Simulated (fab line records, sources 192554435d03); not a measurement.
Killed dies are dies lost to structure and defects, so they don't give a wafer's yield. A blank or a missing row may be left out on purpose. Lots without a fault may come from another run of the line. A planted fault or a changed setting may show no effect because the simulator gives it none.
One fault seen from 2 desks | flow n5_finfet | each desk has only its own numbers; what lay behind them comes last

THE TOOL OWNER'S DESK: rie_diel-01
The tool's own readings at N5_MOL_CONTACT_COAG_CONTACT_ETCH_14 (etches SiO2 in C4F6/O2, target depth 27.5 nm, overetch 8.5 nm, time 20 s): means of the sampled wafers that have a number, for each lot that ran on this tool. A lot is out of limits, marked OUT, if its mean lies more than 4 standard deviations from the usual mean; the brackets give that distance.
Columns: A = drypump_motor_current_A at N5_MOL_CONTACT_COAG_CONTACT_ETCH_14, usual 5.7 A; B = oes_f_703_au at N5_MOL_CONTACT_COAG_CONTACT_ETCH_14, usual 0.74 a.u.; C = oes_product_au at N5_MOL_CONTACT_COAG_CONTACT_ETCH_14, usual 0.63 a.u.; D = rf_vpp_V at N5_MOL_CONTACT_COAG_CONTACT_ETCH_14, usual 692 V; E = run_length_s at N5_MOL_CONTACT_COAG_CONTACT_ETCH_14, usual 43.3 s; F = showerhead_plenum_p_Torr at N5_MOL_CONTACT_COAG_CONTACT_ETCH_14, usual 2.87 Torr; G = throttle_valve_pct at N5_MOL_CONTACT_COAG_CONTACT_ETCH_14, usual 21.34 %
lot  | first seen here | A   | B    | C    | D   | E               | F    | G
L901 | day 5 04:59     | 5.7 | 0.72 | 0.62 | 693 | 43.5            | 2.90 | 21.22
L902 | day 5 18:53     | 5.7 | 0.75 | 0.64 | 693 | 43.7            | 2.92 | 21.16
L908 | day 6 20:04     | 5.3 | 0.77 | 0.76 | 694 | 40.2 (-6.2) OUT | 2.90 | 21.20
L922 | day 10 06:05    | 6.0 | 0.72 | 0.62 | 693 | 43.5            | 2.89 | 21.26
This desk's finding: out of limits on L908; first on L908, day 6 20:04 (run_length_s at N5_MOL_CONTACT_COAG_CONTACT_ETCH_14). In limits: L901, L902, L922.

THE METROLOGY DESK
What the gauges read, lot by lot, whatever tool the lot ran on: means of the sampled wafers that have a number. A lot is out of limits, marked OUT, if its mean lies more than 4 standard deviations from the usual mean; the brackets give that distance. Of its 17 readings 7 are shown: the one that was out of limits first, and those that lie furthest out on some lot.
Columns: A = ION_P at N5_BEOL_M4_RC_MEAS_101, usual 461 uA/um; B = RC_DENSE_N at N5_BEOL_M4_RC_MEAS_101, usual 19.1 ohm.um; C = RC_DENSE_P at N5_BEOL_M4_RC_MEAS_101, usual 23.9 ohm.um; D = RC_N at N5_BEOL_M4_RC_MEAS_101, usual 15.6 ohm.um; E = RC_P at N5_BEOL_M4_RC_MEAS_101, usual 19.5 ohm.um; F = REXT_N at N5_BEOL_M4_RC_MEAS_101, usual 75.3 ohm.um; G = REXT_P at N5_BEOL_M4_RC_MEAS_101, usual 101.0 ohm.um
lot  | first seen here | A   | B              | C              | D              | E              | F               | G
L900 | day 4 21:02     | 475 | 18.8           | 23.8           | 15.4           | 19.3           | 74.2            | 102.6
L901 | day 5 05:11     | 462 | 19.1           | 24.0           | 15.6           | 19.6           | 75.6            | 101.8
L902 | day 5 19:06     | 468 | 18.9           | 23.4           | 15.4           | 19.1           | 75.1            | 99.9
L908 | day 6 20:16     | 454 | 25.9 (+13) OUT | 32.6 (+14) OUT | 20.9 (+13) OUT | 26.5 (+14) OUT | 84.9 (+6.0) OUT | 110.6 (+4.2) OUT
L914 | day 8 03:22     | 471 | 18.6           | 23.0           | 15.0           | 18.7           | 73.4            | 97.9
L919 | day 9 14:29     | 466 | 18.5           | 23.3           | 15.0           | 18.9           | 73.1            | 101.4
L920 | day 10 01:28    | 447 | 18.8           | 23.6           | 15.3           | 19.3           | 75.7            | 102.1
L922 | day 10 06:19    | 458 | 18.8           | 23.6           | 15.4           | 19.1           | 75.6            | 97.1
L923 | day 10 11:08    | 459 | 18.8           | 23.3           | 15.3           | 19.1           | 74.9            | 100.9
This desk's finding: out of limits on L908; first on L908, day 10 06:51 (RC_DENSE_N at N5_BEOL_M4_RC_MEAS_101). In limits: L900, L901, L902, L914, L919, L920, L922, L923.

PUT TOGETHER
The tool owner's desk could have raised an alarm at day 6 20:04, on L908.
The metrology desk could have raised an alarm at day 10 06:51, on L908.
Of the lots named, all ran N5_MOL_CONTACT_COAG_CONTACT_ETCH_14 on rie_diel-01.

WHAT THE SIMULATOR HAD PUT IN
Process parameter drift: rie_diel-01, from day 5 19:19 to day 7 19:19, at N5_MOL_CONTACT_COAG_CONTACT_ETCH_14. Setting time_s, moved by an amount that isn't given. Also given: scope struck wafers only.
Lots struck among those shown: L908.
Hours from the fault's start to each desk's first reading out of limits: the tool owner's desk, 25; the metrology desk, 108.
